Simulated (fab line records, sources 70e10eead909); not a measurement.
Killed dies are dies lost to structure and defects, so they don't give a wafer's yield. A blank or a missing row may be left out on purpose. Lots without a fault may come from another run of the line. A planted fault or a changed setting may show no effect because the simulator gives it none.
Which tool did it? | flow nand_harc | 11 lots, 33 wafers sampled, at 6 steps of a route of 1159

WHAT THE GAUGES READ, wafer by wafer
NHARC_P_M1_INSPECT_11. Usual: raw_defect_count 4.2, standard deviation 2.7.
lot  | measured     | on                | raw_defect_count | flag
L317 | day 6 14:17  | defect_inspect-01 | 3 2 5            |
L322 | day 7 05:06  | defect_inspect-01 | 1 2 3            |
L323 | day 7 10:13  | defect_inspect-02 | 6 4 4            |
L324 | day 7 19:14  | defect_inspect-01 | 5 4 2            |
L325 | day 8 06:05  | defect_inspect-02 | 7 5 7            |
L326 | day 8 09:11  | defect_inspect-01 | 6 5 2            |
L332 | day 9 18:46  | defect_inspect-01 | 5 1 1            |
L334 | day 10 03:16 | defect_inspect-02 | 2 3 1            |
L336 | day 10 17:44 | defect_inspect-01 | 5 7 5            |
L339 | day 11 07:33 | defect_inspect-02 | 2 4 3            |
L338 | day 11 07:35 | defect_inspect-01 | 4 6 5            |

NHARC_P_M2_CD_MEAS_09: target cd 170 nm. Usual: cd_nm 170.3 nm, standard deviation 0.79.
lot  | measured     | on        | cd_nm (nm)                          | flag
L317 | day 6 18:19  | cd_sem-02 | 170.3 169.8 168.9                   |
L322 | day 7 09:57  | cd_sem-03 | 170.2 171.2 171.0                   |
L323 | day 7 14:40  | cd_sem-01 | 171.6 170.7 170.2                   |
L324 | day 7 23:43  | cd_sem-01 | 169.0 169.9 170.1                   |
L325 | day 8 10:01  | cd_sem-03 | 171.5 170.8 170.9                   |
L326 | day 8 13:14  | cd_sem-01 | 169.5 170.3 168.9                   |
L332 | day 9 22:48  | cd_sem-02 | 158.4 157.1 157.5 158.2 156.8 157.1 | OFF
L334 | day 10 07:43 | cd_sem-03 | 159.7 159.3 160.3 160.3 159.6 160.5 | OFF
L336 | day 10 21:58 | cd_sem-01 | 171.0 170.3 169.9                   |
L339 | day 11 11:53 | cd_sem-01 | 170.1 169.0 168.5                   |
L338 | day 11 12:02 | cd_sem-03 | 169.0 168.6 170.3                   |

NHARC_END_SORT_01. Usual: defect_limited_yield 95.1 %, standard deviation 1.5; killed_at_array 29, standard deviation 10; killed_at_other 0.7, standard deviation 1; killed_at_periphery 3.7, standard deviation 2.6; killed_dies 33, standard deviation 10; killed_open 3.4, standard deviation 1.8; killed_short 1.8, standard deviation 1.3; sort_bin_2_pct 1.5 %, standard deviation 0.64; sort_bin_3_pct 0.29 %, standard deviation 0.24; sort_bin_4_pct 3.1 %, standard deviation 0.95; sort_n_pass 644, standard deviation 10; sort_rim_yield_pct 96.9 %, standard deviation 2.6; sort_yield_pct 95.1 %, standard deviation 1.5.
lot  | measured     | on        | defect_limited_yield (%) | killed_at_array | killed_at_other | killed_at_periphery | killed_dies | killed_open | killed_short | sort_bin_2_pct (%) | sort_bin_3_pct (%) | sort_bin_4_pct (%) | sort_n_pass | sort_rim_yield_pct (%) | sort_yield_pct (%) | flag
L324 | day 21 04:43 | prober-02 | 96.8 96.2 95.1           | 17 20 26        | 0 0 0           | 5 6 7               | 22 26 33    | 4 3 4       | 0 1 2        | 1.3 1.5 1.5        | 0 0.44 0.74        | 1.9 1.9 2.7        | 655 651 644 | 93.4 95.3 100.0        | 96.8 96.2 95.1     |
L325 | day 21 16:08 | prober-01 | 94.5 94.4 95.4           | 31 35 26        | 0 0 1           | 6 3 4               | 37 38 31    | 4 4 1       | 1 2 3        | 2.5 1.3 1.5        | 0.30 0.30 0.15     | 2.7 4.0 3.0        | 640 639 646 | 99.1 89.6 95.3         | 94.5 94.4 95.4     |
L326 | day 21 20:13 | prober-02 | 96.5 97.5 97.3           | 20 12 17        | 0 1 0           | 4 4 1               | 24 17 18    | 1 3 3       | 0 1 0        | 0.9 0.6 0.4        | 0.30 0 0           | 2.4 1.9 2.2        | 653 660 659 | 99.1 100.0 98.1        | 96.5 97.5 97.3     |
L332 | day 23 17:18 | prober-01 | 92.2 94.4 92.9           | 46 37 44        | 4 0 1           | 3 1 3               | 53 38 48    | 7 3 3       | 0 0 1        | 2.7 1.6 2.5        | 0 0.44 0.30        | 5.2 3.5 4.3        | 624 639 629 | 96.2 94.3 95.3         | 92.2 94.4 92.9     |
L334 | day 24 21:05 | prober-02 | 92.6 92.0 91.3           | 46 51 56        | 3 1 2           | 1 2 1               | 50 54 59    | 5 2 2       | 1 1 1        | 3.2 2.8 2.7        | 0.30 0.59 0.59     | 3.8 4.6 5.5        | 627 623 618 | 89.6 92.5 96.2         | 92.6 92.0 91.3     |
L339 | day 24 15:05 | prober-02 | 95.7 94.7 94.2           | 26 27 33        | 0 2 3           | 3 7 3               | 29 36 39    | 3 3 4       | 2 4 1        | 1.0 1.6 1.3        | 0.30 0.30 0.44     | 3.0 3.4 4.0        | 648 641 638 | 97.2 98.1 97.2         | 95.7 94.7 94.2     |

WHICH TOOL RAN EACH LOT (tool, then ch and the chambers of the sampled wafers, then the start)
lot  | NHARC_P_M1_PVD_20                       | NHARC_P_M1_ANNEAL_31             | NHARC_P_M2_EXPOSE_06
L317 | pvd_sputter-01, day 6 16:10 or earlier  | rtp_anneal-02 ch 0, day 6 16:10  | arfi_scanner-03 ch 0, day 6 18:10
L322 | pvd_sputter-01, day 7 07:46 or earlier  | rtp_anneal-01 ch 0, day 7 07:46  | arfi_scanner-03 ch 0, day 7 09:49
L323 | pvd_sputter-03, day 7 12:19 or earlier  | rtp_anneal-02 ch 0, day 7 12:19  | arfi_scanner-02 ch 0, day 7 14:32
L324 | pvd_sputter-02, day 7 21:33 or earlier  | rtp_anneal-02 ch 0, day 7 21:33  | arfi_scanner-01 ch 0, day 7 23:34
L325 | pvd_sputter-02, day 8 07:56 or earlier  | rtp_anneal-01 ch 0, day 8 07:56  | arfi_scanner-01 ch 0, day 8 09:53
L326 | pvd_sputter-02, day 8 11:01 or earlier  | rtp_anneal-02 ch 0, day 8 11:01  | arfi_scanner-03 ch 0, day 8 13:05
L332 | pvd_sputter-03, day 9 20:41 or earlier  | rtp_anneal-02 ch 0, day 9 20:41  | arfi_scanner-01 ch 0, day 9 22:40
L334 | pvd_sputter-03, day 10 05:31 or earlier | rtp_anneal-01 ch 0, day 10 05:31 | arfi_scanner-01 ch 0, day 10 07:35
L336 | pvd_sputter-01, day 10 19:51 or earlier | rtp_anneal-02 ch 0, day 10 19:51 | arfi_scanner-03 ch 0, day 10 21:50
L339 | pvd_sputter-02, day 11 09:25 or earlier | rtp_anneal-01 ch 0, day 11 09:25 | arfi_scanner-03 ch 0, day 11 11:44
L338 | pvd_sputter-03, day 11 09:47 or earlier | rtp_anneal-02 ch 0, day 11 09:47 | arfi_scanner-03 ch 0, day 11 11:54
- NHARC_P_M1_PVD_20: deposits TaN, target thk 5 nm, time 8.06 s.
- NHARC_P_M1_ANNEAL_31: time 90 s.
- NHARC_P_M2_EXPOSE_06: exposes mask P M2, target cd 170 nm.

WHAT THE TOOLS THEMSELVES READ (means of the sampled wafers that have a number; where no wafer has one, the mark that the record gives instead)
NHARC_P_M1_PVD_20. Usual: bias_v 168.6 V, standard deviation 1.5; throttle_valve_pct 29.7 %, standard deviation 1.1.
lot  | tool           | bias_v (V) | throttle_valve_pct (%) | flag
L317 | pvd_sputter-01 | 168.1      | 31.6                   |
L322 | pvd_sputter-01 | 169.8      | 31.3                   |
L323 | pvd_sputter-03 | 169.1      | 30.2                   |
L324 | pvd_sputter-02 | 167.9      | 29.6                   |
L325 | pvd_sputter-02 | 168.6      | 29.0                   |
L326 | pvd_sputter-02 | 169.7      | 28.7                   |
L332 | pvd_sputter-03 | 168.0      | 30.1                   |
L334 | pvd_sputter-03 | 170.1      | 30.2                   |
L336 | pvd_sputter-01 | 168.0      | 31.6                   |
L339 | pvd_sputter-02 | 169.6      | 28.3                   |
L338 | pvd_sputter-03 | 170.3      | 30.2                   |

NHARC_P_M1_ANNEAL_31. Usual: wafer_temp_C_max 226.06, standard deviation 0.28.
lot  | tool          | wafer_temp_C_max | flag
L317 | rtp_anneal-02 | 226.33           |
L322 | rtp_anneal-01 | 225.92           |
L323 | rtp_anneal-02 | 226.23           |
L324 | rtp_anneal-02 | 225.97           |
L325 | rtp_anneal-01 | 225.74           |
L326 | rtp_anneal-02 | 226.02           |
L332 | rtp_anneal-02 | 226.43           |
L334 | rtp_anneal-01 | 225.84           |
L336 | rtp_anneal-02 | 226.43           |
L339 | rtp_anneal-01 | 226.00           |
L338 | rtp_anneal-02 | 226.02           |

NHARC_P_M2_EXPOSE_06. Usual: exposure_dose_mJ_cm2 80.78, standard deviation 0.088; stage_vel_mm_s 499.98 mm/s, standard deviation 0.23.
lot  | tool            | exposure_dose_mJ_cm2 | stage_vel_mm_s (mm/s) | flag
L317 | arfi_scanner-03 | 80.90                | 500.26                |
L322 | arfi_scanner-03 | 80.72                | 499.91                |
L323 | arfi_scanner-02 | 80.81                | 499.86                |
L324 | arfi_scanner-01 | 80.93                | 499.98                |
L325 | arfi_scanner-01 | 80.82                | 500.10                |
L326 | arfi_scanner-03 | 80.88                | 500.11                |
L332 | arfi_scanner-01 | 64.26                | 499.93                | OFF
L334 | arfi_scanner-01 | 67.60                | 499.95                | OFF
L336 | arfi_scanner-03 | 80.86                | 499.56                |
L339 | arfi_scanner-03 | 80.76                | 500.15                |
L338 | arfi_scanner-03 | 80.77                | 499.84                |

THE ANSWER, worked out from the rows above alone
Rule: a lot is off if the mean of its wafers that have a number lies more than 3 standard deviations from the usual mean. A lot without any number at a reading at which 4 lots or more have one is off too. The other lots that the step has rows for count as sound. The gauges are gone through in route order, then the tools' own readings, and for those a lot's mean is taken as printed above. The first step at which some lot is off is used, and at that step the reading that is off furthest; a lot without a number counts as furthest.
Off: L332, L334, at NHARC_P_M2_CD_MEAS_09 (cd_nm).
A tool fits if, at a process step before that reading, it ran every lot that is off, and no sound lot after the first of them. The gauges at NHARC_P_M2_CD_MEAS_09 aren't tried: what is off there is off at NHARC_P_M2_EXPOSE_06 too, on other tools, and a gauge's error can't cause that. NHARC_P_M1_PVD_20 gives no start for some lots, so the hours and the order of its lots are those of NHARC_P_M1_ANNEAL_31. One fits: arfi_scanner-01 at NHARC_P_M2_EXPOSE_06. Its last sound lot is L325 (day 8 09:53), its first lot that is off L332 (day 9 22:40): a fault that began between those two fits.
The tool's own readings at NHARC_P_M2_EXPOSE_06 bear it out: on the lots that are off they differ by more than 5 times the standard deviation of the sound lots' means. exposure_dose_mJ_cm2 reads 65.93 there against 80.83 on the sound lots.

WHAT THE SIMULATOR HAD PUT IN
Process parameter drift: arfi_scanner-01, from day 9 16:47 on, at NHARC_P_M2_EXPOSE_06. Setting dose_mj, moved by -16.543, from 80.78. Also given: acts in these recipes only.
Lots struck among those shown: L332, L334. The rule above found the same.
